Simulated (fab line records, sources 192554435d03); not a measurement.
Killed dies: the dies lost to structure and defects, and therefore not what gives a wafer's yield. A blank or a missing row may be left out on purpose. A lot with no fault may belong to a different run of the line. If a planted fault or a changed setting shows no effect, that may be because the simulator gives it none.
Split-lot study || flow n5 finfet || 7 lots, 21 wafers read, on a route of 1938 steps

== ABOUT THE SPLIT ==
At N5_SD_EPI_N_ETCH_16 (etches SiO2 in CHF3/O2, target depth 5 nm), the setting target depth a was moved away from the recipe's 50 angstrom on 8 of the 21 wafers read, by -8.6% to +4.8%. All remaining wafers had this setting at the recipe value.

The split's own step is where the reading is taken.

== THE READING ==
etch.depth nm (the simulator's own value, which no gauge read), in nm, at N5_SD_EPI_N_ETCH_16 (etches SiO2 in CHF3/O2, target depth 5 nm). No usual value for it is given in the file. Here, 13 wafers ran the recipe; their average is 4.975 nm with a standard deviation of 0.1 nm.

{"wafer": "L074.1", "tool, chamber at the split": "rie diel-01, 3", "target depth a as run, angstrom": 52.42, "against the recipe": "+4.8%", "etch.depth nm, nm": 5.163, "against lot-mates on the recipe": "+0.334"}
{"wafer": "L074.3", "tool, chamber at the split": "rie diel-01, 2", "target depth a as run, angstrom": 52.42, "against the recipe": "+4.8%", "etch.depth nm, nm": 5.17, "against lot-mates on the recipe": "+0.341"}
{"wafer": "L074.6", "tool, chamber at the split": "rie diel-01, 0", "target depth a as run, angstrom": 50, "against the recipe": "recipe", "etch.depth nm, nm": 4.829, "against lot-mates on the recipe": "-"}
{"wafer": "L078.1", "tool, chamber at the split": "rie diel-04, 1", "target depth a as run, angstrom": 50, "against the recipe": "recipe", "etch.depth nm, nm": 5.089, "against lot-mates on the recipe": "-"}
{"wafer": "L078.2", "tool, chamber at the split": "rie diel-04, 0", "target depth a as run, angstrom": 50, "against the recipe": "recipe", "etch.depth nm, nm": 4.924, "against lot-mates on the recipe": "-"}
{"wafer": "L078.5", "tool, chamber at the split": "rie diel-04, 2", "target depth a as run, angstrom": 50, "against the recipe": "recipe", "etch.depth nm, nm": 4.984, "against lot-mates on the recipe": "-"}
{"wafer": "L081.1", "tool, chamber at the split": "rie diel-01, 2", "target depth a as run, angstrom": 50, "against the recipe": "recipe", "etch.depth nm, nm": 4.897, "against lot-mates on the recipe": "-"}
{"wafer": "L081.2", "tool, chamber at the split": "rie diel-01, 0", "target depth a as run, angstrom": 50, "against the recipe": "recipe", "etch.depth nm, nm": 4.849, "against lot-mates on the recipe": "-"}
{"wafer": "L081.5", "tool, chamber at the split": "rie diel-01, 2", "target depth a as run, angstrom": 50, "against the recipe": "recipe", "etch.depth nm, nm": 4.93, "against lot-mates on the recipe": "-"}
{"wafer": "L088.1", "tool, chamber at the split": "rie diel-03, 2", "target depth a as run, angstrom": 50, "against the recipe": "recipe", "etch.depth nm, nm": 5.141, "against lot-mates on the recipe": "-"}
{"wafer": "L088.3", "tool, chamber at the split": "rie diel-03, 1", "target depth a as run, angstrom": 48.32, "against the recipe": "-3.4%", "etch.depth nm, nm": 4.784, "against lot-mates on the recipe": -0.332}
{"wafer": "L088.6", "tool, chamber at the split": "rie diel-03, 3", "target depth a as run, angstrom": 50, "against the recipe": "recipe", "etch.depth nm, nm": 5.09, "against lot-mates on the recipe": "-"}
{"wafer": "L090.1", "tool, chamber at the split": "rie diel-01, 0", "target depth a as run, angstrom": 45.69, "against the recipe": "-8.6%", "etch.depth nm, nm": 4.354, "against lot-mates on the recipe": -0.489}
{"wafer": "L090.2", "tool, chamber at the split": "rie diel-01, 2", "target depth a as run, angstrom": 50, "against the recipe": "recipe", "etch.depth nm, nm": 4.843, "against lot-mates on the recipe": "-"}
{"wafer": "L090.3", "tool, chamber at the split": "rie diel-01, 1", "target depth a as run, angstrom": 45.69, "against the recipe": "-8.6%", "etch.depth nm, nm": 4.486, "against lot-mates on the recipe": -0.357}
{"wafer": "L096.1", "tool, chamber at the split": "rie diel-04, 2", "target depth a as run, angstrom": 50, "against the recipe": "recipe", "etch.depth nm, nm": 4.982, "against lot-mates on the recipe": "-"}
{"wafer": "L096.2", "tool, chamber at the split": "rie diel-04, 1", "target depth a as run, angstrom": 50, "against the recipe": "recipe", "etch.depth nm, nm": 5.042, "against lot-mates on the recipe": "-"}
{"wafer": "L096.4", "tool, chamber at the split": "rie diel-04, 0", "target depth a as run, angstrom": 46.7, "against the recipe": "-6.6%", "etch.depth nm, nm": 4.562, "against lot-mates on the recipe": -0.450}
{"wafer": "L097.1", "tool, chamber at the split": "rie diel-03, 0", "target depth a as run, angstrom": 50, "against the recipe": "recipe", "etch.depth nm, nm": 5.081, "against lot-mates on the recipe": "-"}
{"wafer": "L097.5", "tool, chamber at the split": "rie diel-03, 1", "target depth a as run, angstrom": 47.79, "against the recipe": "-4.4%", "etch.depth nm, nm": 4.764, "against lot-mates on the recipe": -0.317}
{"wafer": "L097.6", "tool, chamber at the split": "rie diel-03, 0", "target depth a as run, angstrom": 47.79, "against the recipe": "-4.4%", "etch.depth nm, nm": 4.834, "against lot-mates on the recipe": -0.247}

THE FIT
A straight line over all 21 wafers: etch.depth nm changes by +0.0556 nm for each +1% of target depth a; r = +0.90; the points scatter about the line by 0.097 nm.
The same after taking each lot's own level away (the mean of its wafers on the recipe; 21 wafers): +0.0594 nm for each +1%; r = +0.96; scatter 0.062 nm.
Per that fit: largest target depth a move, reading shift of 0.51 nm.
The span of the lots' own levels, 4.8290 to 5.1155 nm, comes to 2.8 times the standard deviation stated above.
So the lot-to-lot level changes the slope little: the two slopes agree.
Check: -0.517 nm against its lot-mates is what the line predicts for one of the wafers moved furthest among these (-8.6%) when that wafer is left out of the fit. Against them it came out at -0.489 nm.

== OTHER SPLITS ON THESE WAFERS ==
Other splits were also applied to these wafers ahead of the reading. Each is held against what the fit with the lots' levels taken away leaves over:
{"other split on the same wafers": "N5_WELL_APT_EXPOSE_05 dose mj", "wafers away from the commonest value": 7, "r with etch.depth nm (lot level and that fit taken away)": "+0.39"}
{"other split on the same wafers": "N5_WELL_APT_PEB_06 peb time s", "wafers away from the commonest value": 9, "r with etch.depth nm (lot level and that fit taken away)": "+0.44"}
{"other split on the same wafers": "N5_PMOS_HMC_CHANNEL_EPI_PEB_07 peb time s", "wafers away from the commonest value": 6, "r with etch.depth nm (lot level and that fit taken away)": -0.50}
{"other split on the same wafers": "N5_PMOS_HMC_CHANNEL_EPI_ETCH_32 bias w", "wafers away from the commonest value": 6, "r with etch.depth nm (lot level and that fit taken away)": "+0.51"}
{"other split on the same wafers": "N5_FIN_SAQP_HM_DEP_03 time s", "wafers away from the commonest value": 8, "r with etch.depth nm (lot level and that fit taken away)": "+0.03"}
{"other split on the same wafers": "N5_FIN_SAQP_EXPOSE_13 dose mj", "wafers away from the commonest value": 8, "r with etch.depth nm (lot level and that fit taken away)": "+0.33"}
{"other split on the same wafers": "N5_DUMMY_GATE_ETCH_32 time s", "wafers away from the commonest value": 7, "r with etch.depth nm (lot level and that fit taken away)": -0.10}
{"other split on the same wafers": "N5_DUMMY_GATE_ETCH_42 bias w", "wafers away from the commonest value": 8, "r with etch.depth nm (lot level and that fit taken away)": -0.08}

== FILE'S OWN FIT ==
etch.depth nm changes by +0.0617 nm for each +1% of target depth a, r = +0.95.
